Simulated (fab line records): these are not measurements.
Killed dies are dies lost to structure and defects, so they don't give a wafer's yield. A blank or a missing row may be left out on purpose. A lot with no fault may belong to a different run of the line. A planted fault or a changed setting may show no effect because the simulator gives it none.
fab line records	flow n5Finfet
record lots=7	wafers=21
route steps=1938 shown BEOL_M6@1194 BEOL_M7@1287 BEOL_M8@1348 BEOL_M9@1405
startH: hours from the record's first day to the start of the lot's first wafer shown	waitH: hours elapsed since this lot's preceding step	" as in the row above	L1.1+2: a row that stands for several wafers	- either no value or no given start	* or withheld: withheld	< > ~ a bound
route shown NAME@n: names a module that has steps shown in the file, with the first one's number in the route	usual: mean and standard deviation over wafers with no fault	same: alike in all rows	chamber/n: place in a boat	sites: readings site by site	_std_site: how widely they spread, as a standard deviation	_edge_site: outer sites' mean less inner sites'	radiusMm: how far each site lies from the wafer's centre	mask NAME#n: copy n	behind: the last tool/chamber to shape the wafer	hold: reason for holding the lot/hours on hold/outcome of the hold	device: names the non-switching transistor (n, p or np)	end of line: the route-end tests of the same wafers	a step without rows: its recipe alone	killed: the dies lost at the first sort to structure and to defects; this is not the yield of the wafer	map: per-die view of a wafer (x killed, . not killed, _ where there is no die)
set.NAME: the run value of the setting; set.NAME@STEP: its run value at that earlier step	model.NAME: the simulator's own value behind a step, which no gauge read
lots where settings were altered on purpose, with a table for each step and a row for each wafer
## steps
# step N5_BEOL_M6_ILD_DEP_00
# recipe material=SiCOH_lowk	targetThkA=1797.5	tempC=300	precursor=DEMS/porogen	pressureTorr=5	rfW=500	timeS=33.4
lot.wafer	tool	chamber	startH	waitH	set.timeS	model.SiCOH_lowk_of_BEOL_M6_ILD_DEP_00.thkNm
L078.1	pecvd-01	1	206.49	0.0	34.74	185.8
L078.4	"	1	"	"	34.74	187
L078.5	"	0	"	"	33.4	185
L085.2	pecvd-03	0	244.95	0.0	33.4	177.2
L085.4	"	0	"	"	33.4	181.6
L085.6	"	1	"	"	33.4	180.4
L086.1	pecvd-03	1	253.11	0.0	31.89	170.8
L086.3	"	0	"	"	33.4	176.4
L086.6	"	1	"	"	33.4	180.6
L087.2	pecvd-01	1	274.36	0.0	33.4	182.2
L087.3	"	2	"	"	35.99	196
L087.6	"	2	"	"	33.4	185.2
L091.2	pecvd-01	2	285.75	0.0	33.4	178.8
L091.3	"	2	"	"	37.08	201.6
L091.4	"	0	"	"	33.4	181.6
L095.1	pecvd-02	2	307.96	0.0	33.4	176
L095.2	"	0	"	"	36.08	191.2
L095.3	"	1	"	"	36.08	193
L097.1	pecvd-01	1	322.56	0.0	31.07	167.8
L097.2	"	2	"	"	31.07	168.6
L097.4	"	0	"	"	31.07	172.8
# step N5_BEOL_M6_CURE_74
# recipe tempC=385	timeS=240	ambient=He/Ar	material=SiCOH_lowk
lot.wafer	tool	chamber	startH	waitH	set.timeS@BEOL_M6_ILD_DEP_00	model.SiCOH_lowk_of_BEOL_M6_ILD_DEP_00.thkNm
L078.1	uvCure-01	0	206.58	0.1	34.74	160.2
L078.4	"	0	"	"	34.74	161.2
L078.5	"	0	"	"	33.4	159.6
L085.2	uvCure-02	0	245.09	0.1	33.4	152.8
L085.4	"	0	"	"	33.4	156.6
L085.6	"	0	"	"	33.4	155.6
L086.1	uvCure-02	0	253.18	0.0	31.89	147.2
L086.3	"	0	"	"	33.4	152.2
L086.6	"	0	"	"	33.4	155.8
L087.2	uvCure-03	1	274.50	0.1	33.4	157.2
L087.3	"	1	"	"	35.99	169.2
L087.6	"	1	"	"	33.4	159.6
L091.2	uvCure-02	2	285.92	0.1	33.4	154.2
L091.3	"	2	"	"	37.08	174
L091.4	"	2	"	"	33.4	156.6
L095.1	uvCure-03	0	308.02	0.0	33.4	151.8
L095.2	"	0	"	"	36.08	165
L095.3	"	0	"	"	36.08	166.6
L097.1	uvCure-01	2	322.63	0.0	31.07	144.6
L097.2	"	2	"	"	31.07	145.4
L097.4	"	2	"	"	31.07	149
# step N5_BEOL_M6_THK_MEAS_01
# recipe reads=SiCOH_lowk_of_BEOL_M6_ILD_DEP_00
# usual M6_ILD_THK=156.0/2.5
lot.wafer	tool	chamber	startH	waitH	set.timeS@BEOL_M6_ILD_DEP_00	M6_ILD_THK[nm]
L078.1	filmMetro-02	-	207.09	0.4	34.74	160.2
L078.4	"	-	"	"	34.74	161.3
L078.5	"	-	"	"	33.4	159.6
L085.2	filmMetro-01	-	245.53	0.4	33.4	152.9
L085.4	"	-	"	"	33.4	156.6
L085.6	"	-	"	"	33.4	155.6
L086.1	filmMetro-02	-	253.69	0.4	31.89	147.2
L086.3	"	-	"	"	33.4	152.2
L086.6	"	-	"	"	33.4	155.9
L087.2	filmMetro-02	-	274.93	0.4	33.4	157.1
L087.3	"	-	"	"	35.99	169.1
L087.6	"	-	"	"	33.4	159.7
L091.2	filmMetro-01	-	286.35	0.4	33.4	154.1
L091.3	"	-	"	"	37.08	174.1
L091.4	"	-	"	"	33.4	156.5
L095.1	filmMetro-01	-	309.02	0.8	33.4	151.7
L095.2	"	-	"	"	36.08	165.1
L095.3	"	-	"	"	36.08	166.5
L097.1	filmMetro-01	-	323.14	0.4	31.07	144.4
L097.2	"	-	"	"	31.07	145.3
L097.4	"	-	"	"	31.07	148.9
# step N5_BEOL_M7_COAT_63
# recipe resist=SOC	tempC=250	timeS=60	spinRpm=1500	resistThkNm=60
lot.wafer	tool	chamber	startH	waitH	set.spinRpm	model.SOC_of_BEOL_M7_COAT_63.thkNm
L078.1+4	lithoTrack-01	0	219.15	3.3	1500	59.8
L078.5	"	0	"	"	1500	60
L085.2+4+6	lithoTrack-02	0	257.51	1.2	1500	59.8
L086.1	lithoTrack-01	0	266.71	1.6	1381	62.6
L086.3	"	0	"	"	1500	59.8
L086.6	"	0	"	"	1500	60
L087.2	lithoTrack-04	0	287.44	1.4	1500	59.8
L087.3	"	0	"	"	1357	63.2
L087.6	"	0	"	"	1357	63
L091.2	lithoTrack-02	0	299.03	0.5	1500	60
L091.3	"	0	"	"	1364	63
L091.4	"	0	"	"	1364	62.6
L095.1	lithoTrack-02	0	322.38	1.7	1500	60.4
L095.2	"	0	"	"	1582	58.6
L095.3	"	0	"	"	1500	60.2
L097.1	lithoTrack-02	0	332.46	0.0	1500	60
L097.2	"	0	"	"	1399	62.2
L097.4	"	0	"	"	1399	62.4
# step N5_BEOL_M7_COAT_22
# recipe resist=CAR-EUV	spinRpm=1500	resistThkNm=30
lot.wafer	tool	chamber	startH	waitH	set.spinRpm	model.CAR-EUV_of_BEOL_M7_COAT_22.thkNm
L078.1	lithoTrack-01	0	-	-	1500	30
L078.4+5	"	0	"	"	1382	31.2
L085.2+4+6	lithoTrack-02	0	-	-	1500	30
L086.1	lithoTrack-01	0	-	-	1500	30
L086.3+6	"	0	"	"	1647	28.6
L087.2+6	lithoTrack-04	0	-	-	1340	31.6
L087.3	"	0	"	"	1500	30
L091.2+3+4	lithoTrack-02	0	-	-	1500	30
L095.1+2+3	lithoTrack-02	0	-	-	1500	30
L097.1+2+4	lithoTrack-02	0	-	-	1500	30
# step N5_BEOL_M7_EBR_24
# recipe solvent=PGMEA	ebrWidthMm=1.5
# step N5_BEOL_M7_SOFTBAKE_23
# recipe tempC=110	timeS=60	resist=CAR-EUV
# step N5_BEOL_M7_DESCUM_33
# recipe chemistry=O2	timeS=7	sourcePowerW=50	biasPowerW=20	pressureMtorr=20	rfFrequencyHz=2.712e+07	tempC=40	resist=CAR-EUV	o2FlowSccm=225
# step N5_BEOL_M7_ETCH_72
# recipe chemistry=N2/H2	target=underlayer	targetDepthA=65	maskMaterial=CAR-EUV	timeS=5.2	ionEnergyEv=200	pressureMtorr=30	sourceW=840	biasW=150	n2FlowSccm=200	h2FlowSccm=200	ends=cleared
lot.wafer	tool	chamber	startH	waitH	set.spinRpm@BEOL_M7_COAT_22	model.CAR-EUV_of_BEOL_M7_COAT_22.thkNm
L078.1	rieDiel-01	0	219.63	0.0	1500	20.2
L078.4	"	3	"	"	1382	21.8
L078.5	"	0	"	"	1382	21.6
L085.2+4+6	rieDiel-04	1,1,2	257.93	0.0	1500	20.2
L086.1	rieDiel-01	0	267.27	0.0	1500	20.2
L086.3	"	3	"	"	1647	19
L086.6	"	0	"	"	1647	18.8
L087.2+6	rieDiel-01	3,1	287.87	0.0	1340	22
L087.3	"	2	"	"	1500	20.2
L091.2+3	rieDiel-04	0,1	299.59	0.0	1500	20.4
L091.4	"	3	"	"	1500	20.2
L095.1+3	rieDiel-04	2,0	323.11	0.0	1500	20.4
L095.2	"	3	"	"	1500	20.2
L097.1+2+4	rieDiel-03	1,3,0	333.01	0.0	1500	20.4
# step N5_BEOL_M7_ETCH_65
# recipe chemistry=CF4	target=SiARC	targetDepthA=156	maskMaterial=CAR-EUV	timeS=26	ionEnergyEv=80	pressureMtorr=40	sourceW=545	biasW=36	Ar_flow_sccm=100	cf4FlowSccm=100	ends=cleared
# step N5_BEOL_M7_ETCH_66
# recipe chemistry=N2/H2	target=SOC	targetDepthA=800	overetchA=160	maskMaterial=SiARC	tempC=40	timeS=120	ionEnergyEv=200	pressureMtorr=30	sourceW=840	biasW=150	n2FlowSccm=200	h2FlowSccm=200
lot.wafer	tool	chamber	startH	waitH	set.spinRpm@BEOL_M7_COAT_63	model.etch.depthNm
L078.1	rieDiel-01	0	219.67	0.0	1500	59.77
L078.4	"	3	"	"	1500	59.83
L078.5	"	0	"	"	1500	59.95
L085.2	rieDiel-04	1	257.98	0.0	1500	59.77
L085.4	"	1	"	"	1500	59.76
L085.6	"	2	"	"	1500	59.87
L086.1	rieDiel-01	0	267.32	0.0	1381	62.59
L086.3	"	3	"	"	1500	59.75
L086.6	"	0	"	"	1500	59.92
L087.2	rieDiel-01	3	287.92	0.0	1500	59.89
L087.3	"	2	"	"	1357	63.12
L087.6	"	1	"	"	1357	62.93
L091.2	rieDiel-04	0	299.64	0.0	1500	60.01
L091.3	"	1	"	"	1364	62.95
L091.4	"	3	"	"	1364	62.6
L095.1	rieDiel-04	2	323.15	0.0	1500	60.47
L095.2	"	3	"	"	1582	58.66
L095.3	"	0	"	"	1500	60.23
L097.1	rieDiel-03	1	333.06	0.0	1500	59.92
L097.2	"	3	"	"	1399	62.12
L097.4	"	0	"	"	1399	62.3
# step N5_BEOL_M7_STRIP_69
# recipe chemistry=N2/H2	tempC=40	n2FlowSccm=200	h2FlowSccm=200	rfFrequencyHz=6e+07
# step N5_BEOL_M7_STRIP_73
# recipe chemistry=N2/H2	tempC=40	n2FlowSccm=200	h2FlowSccm=200	rfFrequencyHz=6e+07
# step N5_BEOL_M7_VIA_ETCH_34
# recipe chemistry=C4F6/O2	target=SiCOH_lowk	targetDepthA=1255	maskMaterial=SOC	taperDeg=4	timeS=50.5	ionEnergyEv=250	pressureMtorr=30	sourceW=345	biasW=185	Ar_flow_sccm=300	C4F6_flow_sccm=10	O2_flow_sccm=10
lot.wafer	tool	chamber	startH	waitH	set.spinRpm@BEOL_M7_COAT_63	model.SOC_of_BEOL_M7_COAT_63.thkNm
L078.1	rieDiel-01	0	219.78	0.0	1500	53.8
L078.4+5	"	3,0	"	"	1500	54
L085.2+4+6	rieDiel-04	1,1,2	258.08	0.0	1500	53.8
L086.1	rieDiel-01	0	267.42	0.0	1381	56.6
L086.3	"	3	"	"	1500	53.8
L086.6	"	0	"	"	1500	54
L087.2	rieDiel-01	3	288.02	0.0	1500	54
L087.3	"	2	"	"	1357	57
L087.6	"	1	"	"	1357	56.8
L091.2	rieDiel-04	0	299.74	0.0	1500	53.8
L091.3	"	1	"	"	1364	56.8
L091.4	"	3	"	"	1364	56.6
L095.1	rieDiel-04	2	323.25	0.0	1500	54.4
L095.2	"	3	"	"	1582	52.6
L095.3	"	0	"	"	1500	54
L097.1	rieDiel-03	1	333.16	0.0	1500	53.8
L097.2	"	3	"	"	1399	55.8
L097.4	"	0	"	"	1399	56.2
# step N5_BEOL_M8_DESCUM_16
# recipe chemistry=O2	timeS=7.9	sourcePowerW=50	biasPowerW=20	pressureMtorr=20	rfFrequencyHz=2.712e+07	tempC=40	resist=CAR-ArF	o2FlowSccm=225
lot.wafer	tool	chamber	startH	waitH	set.timeS	model.CAR-ArF_of_BEOL_M8_COAT_05.thkNm
L078.1	rieDiel-06	3	226.50	0.3	7.9	83
L078.4	"	2	"	"	9.627	82
L078.5	"	0	"	"	7.9	83.2
L085.2+4	rieDiel-02	3,1	264.59	0.0	7.9	83.6
L085.6	"	0	"	"	7.9	83.4
L086.1	rieDiel-02	0	273.84	0.1	6.827	84.2
L086.3	"	2	"	"	6.827	84.4
L086.6	"	3	"	"	7.9	83.4
L087.2	rieDiel-05	1	292.78	0.0	8.89	83
L087.3	"	3	"	"	7.9	83.8
L087.6	"	0	"	"	7.9	83.6
L091.2+3	rieDiel-06	2,1	307.64	0.1	8.567	83.4
L091.4	"	1	"	"	7.9	83.6
L095.1	rieDiel-06	3	329.43	0.0	9.368	82.2
L095.2	"	1	"	"	7.9	83.2
L095.3	"	2	"	"	7.9	83
L097.1	rieDiel-02	3	338.72	0.0	8.813	82.8
L097.2	"	2	"	"	7.9	83.2
L097.4	"	1	"	"	8.813	82.6
# step N5_BEOL_M8_ETCH_61
# recipe chemistry=CF4	target=SiARC	targetDepthA=455	maskMaterial=CAR-ArF	timeS=75.8	ionEnergyEv=80	pressureMtorr=40	sourceW=545	biasW=36	Ar_flow_sccm=100	cf4FlowSccm=100	ends=cleared
lot.wafer	tool	chamber	startH	waitH	set.timeS@BEOL_M8_DESCUM_16	model.CAR-ArF_of_BEOL_M8_COAT_05.thkNm
L078.1	rieDiel-06	3	226.53	0.0	7.9	50.8
L078.4	"	2	"	"	9.627	49.6
L078.5	"	0	"	"	7.9	50.6
L085.2	rieDiel-02	3	264.62	0.0	7.9	51
L085.4	"	1	"	"	7.9	51.2
L085.6	"	0	"	"	7.9	50.8
L086.1	rieDiel-02	0	273.87	0.0	6.827	51.6
L086.3	"	2	"	"	6.827	51.8
L086.6	"	3	"	"	7.9	51
L087.2	rieDiel-05	1	292.82	0.0	8.89	50.2
L087.3	"	3	"	"	7.9	51.2
L087.6	"	0	"	"	7.9	51
L091.2	rieDiel-06	2	307.67	0.0	8.567	50.8
L091.3	"	1	"	"	8.567	51
L091.4	"	1	"	"	7.9	51.2
L095.1	rieDiel-06	3	329.46	0.0	9.368	49.8
L095.2	"	1	"	"	7.9	50.8
L095.3	"	2	"	"	7.9	50.6
L097.1+4	rieDiel-02	3,1	338.75	0.0	8.813	50.2
L097.2	"	2	"	"	7.9	50.8
# step N5_BEOL_M8_COAT_22
# recipe resist=CAR-EUV	spinRpm=1500	resistThkNm=30
lot.wafer	tool	chamber	startH	waitH	set.spinRpm	model.CAR-EUV_of_BEOL_M8_COAT_22.thkNm
L078.1+4+5	lithoTrack-03	0	-	-	1500	30
L085.2+4+6	lithoTrack-02	0	-	-	1500	30
L086.1+3	lithoTrack-05	0	-	-	1410	30.8
L086.6	"	0	"	"	1500	29.8
L087.2+6	lithoTrack-03	0	-	-	1650	28.6
L087.3	"	0	"	"	1500	30
L091.2+3+4	lithoTrack-03	0	-	-	1500	30
L095.1+2+3	lithoTrack-03	0	-	-	1500	30
L097.1+2+4	lithoTrack-05	0	-	-	1500	30
# step N5_BEOL_M8_EBR_24
# recipe solvent=PGMEA	ebrWidthMm=1.5
# step N5_BEOL_M8_SOFTBAKE_23
# recipe tempC=110	timeS=60	resist=CAR-EUV
# step N5_BEOL_M8_EXPOSE_25
# recipe maskId=V7	na=0.33	sourceShape=annular	sigmaInner=0.4	sigmaOuter=0.8	polarization=unpolarized	targetCdNm=40	doseMj=42.5
# step N5_BEOL_M8_PEB_26
# recipe pebTempC=100	pebTimeS=60	resist=CAR-EUV
# step N5_BEOL_M8_DEVELOP_27
# recipe developTimeS=30	developer=TMAH	resist=CAR-EUV	rinseLiquid=surfactantRinse	dry=airSpin	devTempC=23
lot.wafer	tool	chamber	startH	waitH	set.spinRpm@BEOL_M8_COAT_22	model.CAR-EUV_of_BEOL_M8_COAT_22.thkNm
L078.1+4+5	lithoTrack-05	0	-	-	1500	29.6
L085.2+4+6	lithoTrack-05	0	-	-	1500	29.6
L086.1	lithoTrack-05	0	-	-	1410	30.4
L086.3	"	0	"	"	1410	30.2
L086.6	"	0	"	"	1500	29.4
L087.2	lithoTrack-05	0	-	-	1650	28
L087.3	"	0	"	"	1500	29.4
L087.6	"	0	"	"	1650	28.2
L091.2	lithoTrack-05	0	-	-	1500	29.6
L091.3+4	"	0	"	"	1500	29.4
L095.1+2+3	lithoTrack-05	0	-	-	1500	29.4
L097.1	lithoTrack-05	0	-	-	1500	29.6
L097.2+4	"	0	"	"	1500	29.4
# step N5_BEOL_M9_HM_DEP_02
# recipe material=TiN	targetThkA=200	tempC=25	chamberPressurePa=0.49996
lot.wafer	tool	chamber	startH	waitH	set.targetThkA	model.TiN_of_BEOL_M9_HM_DEP_02.thkNm
L078.1	pvdSputter-03	-	232.08	0.6	200	20.2
L078.4	"	-	"	"	200	19.8
L078.5	"	-	"	"	200	20
L085.2+6	pvdSputter-02	-	272.60	1.4	200	20
L085.4	"	-	"	"	200	19.8
L086.1	pvdSputter-01	-	280.74	1.1	200	20.2
L086.3	"	-	"	"	208.9	21
L086.6	"	-	"	"	200	20
L087.2	pvdSputter-02	-	298.09	1.0	200	19.8
L087.3	"	-	"	"	200	20
L087.6	"	-	"	"	200	20.2
L091.2+4	pvdSputter-02	-	315.07	1.8	200	20.4
L091.3	"	-	"	"	200	20.2
L095.1+3	pvdSputter-02	-	335.78	1.5	221.3	21.8
L095.2	"	-	"	"	200	19.8
L097.1	pvdSputter-01	-	347.41	0.6	219.5	22.2
L097.2	"	-	"	"	219.5	22
L097.4	"	-	"	"	200	20.2
## key
split step=N5_BEOL_M6_ILD_DEP_00	setting=timeS	stated=33.4	by=wafer
response step=N5_BEOL_M6_ILD_DEP_00	reading=model.SiCOH_lowk_of_BEOL_M6_ILD_DEP_00.thkNm	change=+1.77	per=1%	r=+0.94
response step=N5_BEOL_M6_CURE_74	reading=model.SiCOH_lowk_of_BEOL_M6_ILD_DEP_00.thkNm	change=+1.54	per=1%	r=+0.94
response step=N5_BEOL_M6_THK_MEAS_01	reading=M6_ILD_THK	change=+1.56	per=1%	r=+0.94
split step=N5_BEOL_M7_COAT_63	setting=spinRpm	stated=1500	by=wafer
response step=N5_BEOL_M7_COAT_63	reading=model.SOC_of_BEOL_M7_COAT_63.thkNm	change=-0.331	per=1%	r=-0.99
response step=N5_BEOL_M7_ETCH_66	reading=model.etch.depthNm	change=-0.326	per=1%	r=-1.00
response step=N5_BEOL_M7_VIA_ETCH_34	reading=model.SOC_of_BEOL_M7_COAT_63.thkNm	change=-0.318	per=1%	r=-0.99
split step=N5_BEOL_M7_COAT_22	setting=spinRpm	stated=1500	by=wafer
response step=N5_BEOL_M7_COAT_22	reading=model.CAR-EUV_of_BEOL_M7_COAT_22.thkNm	change=-0.148	per=1%	r=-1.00
response step=N5_BEOL_M7_ETCH_72	reading=model.CAR-EUV_of_BEOL_M7_COAT_22.thkNm	change=-0.161	per=1%	r=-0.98
split step=N5_BEOL_M8_DESCUM_16	setting=timeS	stated=7.9	by=wafer
response step=N5_BEOL_M8_DESCUM_16	reading=model.CAR-ArF_of_BEOL_M8_COAT_05.thkNm	change=-0.0506	per=1%	r=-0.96
response step=N5_BEOL_M8_ETCH_61	reading=model.CAR-ArF_of_BEOL_M8_COAT_05.thkNm	change=-0.0519	per=1%	r=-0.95
split step=N5_BEOL_M8_COAT_22	setting=spinRpm	stated=1500	by=wafer
response step=N5_BEOL_M8_COAT_22	reading=model.CAR-EUV_of_BEOL_M8_COAT_22.thkNm	change=-0.147	per=1%	r=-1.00
response step=N5_BEOL_M8_DEVELOP_27	reading=model.CAR-EUV_of_BEOL_M8_COAT_22.thkNm	change=-0.135	per=1%	r=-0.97
split step=N5_BEOL_M9_HM_DEP_02	setting=targetThkA	stated=200	by=wafer
response step=N5_BEOL_M9_HM_DEP_02	reading=model.TiN_of_BEOL_M9_HM_DEP_02.thkNm	change=+0.192	per=1%	r=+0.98
